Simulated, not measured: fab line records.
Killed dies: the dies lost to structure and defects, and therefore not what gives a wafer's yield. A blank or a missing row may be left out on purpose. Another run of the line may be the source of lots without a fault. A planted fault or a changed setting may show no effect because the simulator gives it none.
fab line records	flow nandHarc
[record] lots = 5	wafers = 15	lastDay = 31
route steps=1302 shown P_ZERO_WELL@14 END@1302
lots that met no fault: from a run of the same line without faults
startH: start of the lot's first displayed wafer, in hours after the record's first day	waitH: hours since the lot's step before	" unchanged from the row above	L1.1+2: one row covering several wafers at once	- no value, or no start given	* or withheld: withheld	< > ~ a bound
route shown NAME@n: a module of which the file shows steps, and the number in the route of the first	usual: mean and standard deviation over wafers with no fault	same: alike in all rows	chamber/n: place in a boat	sites: each site's reading	_std_site: the standard deviation of these	_edge_site: the outer-site mean with the inner-site mean subtracted	radiusMm: for every site, how far away it sits from the centre of the wafer	mask NAME#n: copy n	behind: tool/chamber where the wafer was last shaped	hold: the reason the lot was held/the length of the hold in hours/how it ended	device: which transistor (n, p or np) failed to switch	end of line: at the end of the route, the tests of the same wafers	step lacking rows: just its recipe	killed: the dies lost at the first sort to structure and to defects; this is not the yield of the wafer	map: the dies of a wafer, with x for killed, . for not killed, _ for no die there
set.NAME: the setting that was run; set.NAME@STEP: the one run at that earlier step	model.NAME: the simulator's own value behind a step, which no gauge read
lots at selected steps of the route; one table per step, one row per wafer
services: from which hour (startH, from the record's first day; less than 0 if before it) a tool's chamber was out of use, for how many hours, and why
[[steps]]
[step NHARC_P_ZERO_WELL_CD_MEAS_11]
[recipe] targetCdNm = 500	landingEnergyEv = 500
[usual] cdNm = 500.5/1.9
lot.wafer	tool	chamber	startH	waitH	cdNm
L208.2	cdSem-02	0	21.24	-	499.8
L208.3	"	0	"	"	500.1
L208.4	"	0	"	"	500.9
L213.4	cdSem-02	0	71.26	-	501.8
L213.5	"	0	"	"	504.4
L213.6	"	0	"	"	501.1
L216.1	cdSem-03	0	101.54	-	498.3
L216.3	"	0	"	"	498.8
L216.6	"	0	"	"	498.4
L226.3	cdSem-01	0	201.24	-	499.7
L226.4	"	0	"	"	499.8
L226.6	"	0	"	"	500.8
L227.2	cdSem-02	0	211.23	-	500.6
L227.3	"	0	"	"	499.7
L227.4	"	0	"	"	503.0
[step NHARC_P_ZERO_WELL_HARDBAKE_12]
[recipe] tempC = 118	timeS = 65
[step NHARC_P_ZERO_WELL_DESCUM_13]
[recipe] timeS = 3	o2FlowSccm = 200	arFlowSccm = 0	biasPowerW = 0	chemistry = O2
[usual] drypumpMotorCurrentA = 5.7/0.34	oesProductAu = 0.997/0.01	rfVppV = 57.8/0.86	showerheadPlenumPTorr = 1.94/0.082	throttleValvePct = 11.310/0.0096
lot.wafer	tool	chamber	startH	waitH	drypumpMotorCurrentA	oesProductAu	rfHoursCounterH	rfVppV	showerheadPlenumPTorr	throttleValvePct
L208.2	rieDiel-01	2	21.39	-	5.5	1.004	44	57.6	1.93	11.301
L208.4	"	3	"	"	6.1	0.985	46	57.3	1.77	11.310
L208.3	"	0	"	"	5.4	0.996	52	57.5	1.78	11.323
L213.4	rieDiel-13	3	71.42	-	5.9	0.996	21	57.7	1.97	11.313
L213.6	"	1	"	"	5.9	0.986	-	57.2	2.07	11.332
L213.5	"	2	"	"	5.5	1.018	-	58.3	1.96	11.310
L216.1	rieDiel-06	2	101.70	-	6.2	0.979	46	57.7	1.96	11.303
L216.3	"	1	"	"	5.6	0.988	40	56.5	1.80	11.326
L216.6	"	2	"	"	6.2	0.976	-	59.2	1.96	11.310
L226.3	rieDiel-13	2	201.42	-	5.5	1.022	7	58.6	1.95	11.312
L226.4	"	3	"	"	5.9	1.006	-	57.0	1.95	11.308
L226.6	"	2	"	"	5.5	1.011	-	59.0	1.95	11.307
L227.2	rieDiel-13	2	211.39	-	5.5	1.010	11	57.9	1.95	11.310
L227.3	"	3	"	"	5.9	1.003	16	57.8	1.95	11.305
L227.4	"	3	"	"	5.9	1.013	-	58.4	1.95	11.326
[step NHARC_P_ZERO_WELL_ETCH_65]
[recipe] targetDepthA = 800	overetchA = 240	timeS = 87.88	ionEnergyEv = 200	n2FlowSccm = 150	h2FlowSccm = 150	arFlowSccm = 0	rfW = 400	biasW = 150	chemistry = N2/H2
[usual] drypumpMotorCurrentA = 5.6/0.34	oesProductAu = 0.997/0.011	rfFwdPowerW = 397.3/1.4	rfVppV = 431.3/2.7	showerheadPlenumPTorr = 2.07/0.089	throttleValvePct = 14.173/0.0087
lot.wafer	tool	chamber	startH	waitH	drypumpMotorCurrentA	oesProductAu	rfFwdPowerW	rfHoursCounterH	rfVppV	showerheadPlenumPTorr	throttleValvePct
L208.2	rieDiel-01	3	21.48	0.1	6.1	0.988	398.8	46	424.4	1.88	14.180
L208.3	"	0	"	"	5.4	1.000	396.0	52	424.8	1.89	14.186
L208.4	"	1	"	"	6.0	0.997	396.9	50	432.2	2.10	14.178
L213.4	rieDiel-13	0	71.50	0.1	5.3	0.986	398.5	19	432.8	2.12	14.171
L213.6	"	3	"	"	5.9	0.995	400.6	-	431.2	2.10	14.164
L213.5	"	0	"	"	5.3	0.978	398.1	-	432.0	2.12	14.172
L216.1	rieDiel-06	3	101.78	0.1	5.3	0.997	396.1	52	432.6	2.06	14.163
L216.3	"	2	"	"	6.2	0.998	396.4	46	432.2	2.09	14.172
L216.6	"	3	"	"	5.3	0.996	397.8	-	431.6	2.06	14.173
L226.3	rieDiel-13	3	201.51	0.1	5.9	1.008	397.5	11	431.1	2.08	14.180
L226.4	"	2	"	"	5.5	1.008	398.1	-	430.3	2.08	14.166
L226.6	"	3	"	"	5.9	1.006	395.8	-	429.8	2.08	14.146
L227.3	rieDiel-13	0	211.50	0.1	5.3	1.014	398.5	16	433.0	2.11	14.173
L227.2	"	2	"	"	5.5	1.026	396.8	11	430.2	2.08	14.175
L227.4	"	3	"	"	5.9	1.013	397.1	-	431.8	2.08	14.178
[step NHARC_P_ZERO_WELL_ETCH_62]
[recipe] targetDepthA = 130	timeS = 6.5	chf3FlowSccm = 50	arFlowSccm = 200	rfW = 500	biasW = 200	chemistry = CHF3/Ar
[usual] chf3FlowSccm = 50.00/0.15	drypumpMotorCurrentA = 5.6/0.34	oesProductAu = 0.959/0.014	rfFwdPowerW = 488.1/1.5	rfVppV = 371.4/2.4	showerheadPlenumPTorr = 2.38/0.097	throttleValvePct = 20.218/0.01
lot.wafer	tool	chamber	startH	waitH	chf3FlowSccm	drypumpMotorCurrentA	oesProductAu	rfFwdPowerW	rfHoursCounterH	rfVppV	showerheadPlenumPTorr	throttleValvePct
L208.3	rieDiel-01	2	-	-	49.95	5.5	0.954	488.8	44	371.6	2.36	20.221
L208.2	"	0	"	"	50.01	5.4	0.949	490.8	52	366.7	2.18	20.225
L208.4	"	1	"	"	49.90	6.0	0.951	489.1	50	372.1	2.41	20.247
L213.4	rieDiel-13	3	-	-	50.34	5.9	0.963	488.6	21	372.0	2.41	20.208
L213.6	"	2	"	"	49.74	5.6	0.964	487.7	-	371.4	2.40	20.221
L213.5	"	3	"	"	50.17	5.9	0.958	489.5	-	371.3	2.41	20.222
L216.1	rieDiel-06	1	-	-	49.76	5.6	0.961	486.8	40	367.4	2.21	20.210
L216.3	"	2	"	"	49.76	6.3	0.956	489.5	46	371.2	2.39	20.194
L216.6	"	0	"	"	50.07	5.2	0.982	489.8	-	367.8	2.29	20.198
L226.3	rieDiel-13	0	-	-	49.87	5.3	0.969	490.2	12	372.6	2.42	20.218
L226.6	"	3	"	"	50.01	5.9	0.971	488.3	-	372.0	2.39	20.216
L226.4	"	0	"	"	49.88	5.2	0.957	489.0	-	373.0	2.42	20.226
L227.2	rieDiel-13	0	-	-	50.06	5.2	0.968	485.2	16	372.1	2.41	20.214
L227.3	"	2	"	"	49.99	5.6	0.982	487.7	11	371.6	2.39	20.222
L227.4	"	0	"	"	49.98	5.3	0.962	489.1	-	372.1	2.41	20.199
[step NHARC_P_ZERO_WELL_ETCH_63]
[recipe] targetDepthA = 1200	timeS = 40.1	hbrFlowSccm = 150	cl2FlowSccm = 50	rfW = 400	icpW = 400	biasW = 100	chemistry = HBr/Cl2
[usual] drypumpMotorCurrentA = 5.6/0.37	oesProductAu = 0.998/0.0091	rfFwdPowerW = 394.5/2.4	throttleValvePct = 26.406/0.0087
lot.wafer	tool	chamber	startH	waitH	drypumpMotorCurrentA	oesProductAu	rfFwdPowerW	rfHoursCounterH	throttleValvePct
L208.4	rieSi-06	2	21.65	-	6.3	0.991	395.7	0.5	26.404
L208.3	"	3	"	"	5.8	0.985	394.7	0.6	26.412
L208.2	"	1	"	"	6.2	1.008	396.2	0.5	26.398
L213.4	rieSi-03	0	71.69	-	5.7	0.993	395.4	0.2	26.394
L213.6	"	2	"	"	5.2	0.992	390.8	-	26.405
L213.5	"	3	"	"	5.1	1.008	394.0	-	26.406
L216.3	rieSi-06	0	101.97	-	5.4	0.996	398.6	0.1	26.406
L216.1	"	2	"	"	6.3	1.006	396.3	0.1	26.384
L216.6	"	3	"	"	5.8	0.991	396.5	-	26.414
L226.4	rieSi-03	1	201.69	-	5.7	0.994	394.9	0.9	26.404
L226.3	"	2	"	"	5.2	0.989	389.6	0.9	26.405
L226.6	"	1	"	"	5.7	1.006	395.5	-	26.413
L227.3	rieSi-03	3	211.68	-	5.1	1.013	399.1	1.0	26.403
L227.2	"	0	"	"	5.7	1.013	397.3	0.9	26.417
L227.4	"	2	"	"	5.2	0.997	392.3	1.0	26.407
[step NHARC_P_ZERO_WELL_STRIP_15]
[recipe] timeS = 900	tempC = 130	chemistry = SPM
[step NHARC_P_ZERO_WELL_DEHYDRATE_16]
[recipe] tempC = 150	timeS = 120
[step NHARC_P_ZERO_WELL_HMDS_17]
[recipe] timeS = 30
[step NHARC_P_ZERO_WELL_COAT_18]
[recipe] spinRpm = withheld
[step NHARC_P_ZERO_WELL_SOFTBAKE_19]
[recipe] tempC = 122	timeS = 95
[step NHARC_P_ZERO_WELL_EBR_20]
[step NHARC_P_ZERO_WELL_EXPOSE_21]
[recipe] na = 0.6	targetCdNm = 720	doseMj = 22.31	maskId = P_NWELL
lot.wafer	tool	chamber	startH	waitH	mask
L208.2+3+4	krfScanner-04	0	22.42	-	P_NWELL#0
L213.4+5+6	krfScanner-04	0	72.45	-	P_NWELL#0
L216.1+3+6	krfScanner-04	0	102.60	-	P_NWELL_R1#0
L226.3+4+6	krfScanner-01	0	202.47	-	P_NWELL#0
L227.2+3+4	krfScanner-02	0	212.50	-	P_NWELL#0
[step NHARC_P_ZERO_WELL_PEB_22]
[recipe] pebTempC = 118	pebTimeS = 85
[step NHARC_P_ZERO_WELL_DEVELOP_23]
[recipe] timeS = 70
[step NHARC_P_ZERO_WELL_CD_MEAS_24]
[recipe] targetCdNm = 720	landingEnergyEv = 500
[usual] cdNm = 720.3/1.7
lot.wafer	tool	chamber	startH	waitH	cdNm
L208.2	cdSem-02	0	22.58	-	716.1
L208.3	"	0	"	"	719.6
L208.4	"	0	"	"	720.4
L213.4	cdSem-01	0	72.60	-	722.2
L213.5	"	0	"	"	719.6
L213.6	"	0	"	"	722.3
L216.1	cdSem-02	0	102.75	-	667.0
L216.3	"	0	"	"	670.3
L216.6	"	0	"	"	668.8
L226.3	cdSem-01	0	202.62	-	718.1
L226.4	"	0	"	"	719.2
L226.6	"	0	"	"	719.3
L227.2	cdSem-03	0	212.66	-	717.3
L227.3	"	0	"	"	717.3
L227.4	"	0	"	"	718.6
[step NHARC_P_ZERO_WELL_HARDBAKE_25]
[recipe] tempC = 125	timeS = 80
[step NHARC_P_ZERO_WELL_DESCUM_26]
[recipe] timeS = 3	o2FlowSccm = 200	arFlowSccm = 0	biasPowerW = 0	chemistry = O2
[usual] drypumpMotorCurrentA = 5.7/0.34	oesProductAu = 0.996/0.01	rfVppV = 57.8/0.96	showerheadPlenumPTorr = 1.94/0.083	throttleValvePct = 11.311/0.01
lot.wafer	tool	chamber	startH	waitH	drypumpMotorCurrentA	oesProductAu	rfHoursCounterH	rfVppV	showerheadPlenumPTorr	throttleValvePct	model.P_ZERO_WELL.cdNm
L208.3	rieDiel-13	3	22.73	-	5.9	1.006	5	58.8	1.97	11.310	719.1
L208.2	"	0	"	"	5.2	0.980	6	57.8	1.99	11.294	715.8
L208.4	"	1	"	"	5.9	0.990	6	58.8	2.07	11.297	720
L213.4	rieDiel-06	3	72.77	-	5.3	0.988	43	57.5	1.94	11.312	722
L213.5	"	1	"	"	5.6	0.988	-	55.9	1.80	11.296	718.8
L213.6	"	2	"	"	6.3	0.978	-	58.0	1.96	11.307	721.5
L216.3	rieDiel-06	3	102.91	-	5.3	0.989	52	58.9	1.94	11.303	670.1
L216.1	"	1	"	"	5.6	0.988	40	56.8	1.80	11.298	666
L216.6	"	3	"	"	5.3	0.995	-	58.4	1.94	11.305	668.2
L226.3	rieDiel-06	0	202.77	-	5.2	0.991	19	57.6	1.86	11.330	718.3
L226.4	"	3	"	"	5.3	0.991	17	57.4	1.93	11.316	719.3
L226.6	"	1	"	"	5.6	0.981	-	55.7	1.79	11.316	719.2
L227.2	rieDiel-13	0	212.83	-	5.3	0.986	16	59.3	1.97	11.330	717.7
L227.3	"	2	"	"	5.5	1.011	12	58.7	1.95	11.311	717.3
L227.4	"	3	"	"	5.9	0.998	-	58.0	1.95	11.325	718.2
[step NHARC_P_ZERO_WELL_IMPLANT_27]
[recipe] energyKev = 600	doseCm2 = 1e+13	tiltDeg = 7
[step NHARC_END_SORT_01]
[recipe] tempC = 25
[usual] killedAtArray = 55/19	killedAtOther = 0.8/1.1	killedAtPeriphery = 4.0/2.6	killedDies = 60/20	killedOpen = 3.4/1.7	killedShort = 2.6/1.5
[same] grossDies = 677
lot.wafer	tool	chamber	startH	waitH	killedAtArray	killedAtOther	killedAtPeriphery	killedDies	killedOpen	killedShort
L216.6	prober-01	0	656.86	4.0	41	0	3	44	1	3
// killed by level:class
L216.6 A_CHANNEL_HOLE_D2:chamberFilmFlake=18 A_CHANNEL_HOLE_D1:chamberFilmFlake=10 A_WL_FILL:chamberFilmFlake=6 A_CONTACT:chamberFilmFlake=2 A_SGD_CUT:geometricParticle:short=1 A_WL_FILL:geometricParticle:short=1 A_CONTACT:geometricParticle:short=1 A_M0:geometricParticle:open=1
[[services]]
tool	chamber	startH	hours	kind
rieDiel-01	-	2.65	3.2	repair
krfScanner-04	-	10.01	4.0	pm
krfScanner-04	-	16.04	1.3	repair
rieDiel-01	-	26.82	9.0	pm
rieDiel-13	0	36.27	11.7	repair
rieSi-03	1	36.32	18.0	repair
rieDiel-06	1	38.56	16.0	repair
rieSi-03	-	44.00	9.0	pm
rieDiel-06	2	74.78	5.6	repair
rieDiel-01	-	87.56	1.2	repair
rieSi-03	3	103.71	3.3	repair
rieDiel-13	2	111.56	2.7	repair
rieDiel-01	0	112.59	12.4	repair
rieSi-03	-	126.74	0.3	repair
krfScanner-04	-	127.74	4.3	repair
rieDiel-06	-	130.24	9.0	pm
rieDiel-13	-	140.15	2.1	repair
rieSi-03	0	144.82	3.5	repair
rieSi-03	-	150.82	0.6	repair
rieDiel-13	-	165.00	9.0	pm
rieDiel-13	2	179.56	4.7	repair
krfScanner-04	-	182.01	4.0	pm
rieDiel-13	1	183.68	37.0	repair
rieDiel-01	-	203.82	9.0	pm
[[key]]
[firstSign] step = NHARC_P_ZERO_WELL_EXPOSE_21	reading = mask	direction = changed
[effect] step = NHARC_P_ZERO_WELL_CD_MEAS_24	reading = cdNm	direction = down	sigmas = 31	usual = 720.3	struck = 668.7
[modelEffect] step = NHARC_P_ZERO_WELL_DESCUM_26	value = P_ZERO_WELL.cdNm	without = 721.1	struck = 668.1
metAt NHARC_P_ZERO_WELL_EXPOSE_21
struckWafers L216.1,L216.3,L216.6
testerLeftOut L216
onsetBetween 72.45 102.60
[fault] kind = wrongMask	tool = any	chamber = -	onsetH = 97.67	steps = NHARC_P_ZERO_WELL_EXPOSE_21	auxCopy = P_NWELL_R1#0	cdOffsetNm = -53.002	scope = struckLotsOnly
// testerLeftOut: of these lots the tester's yield and bins aren't shown, on N5 and GAA mostly nor the transistor test; their killed dies are dies lost to structure and defects alone, not to doping, threshold or leakage, so they don't give the yield
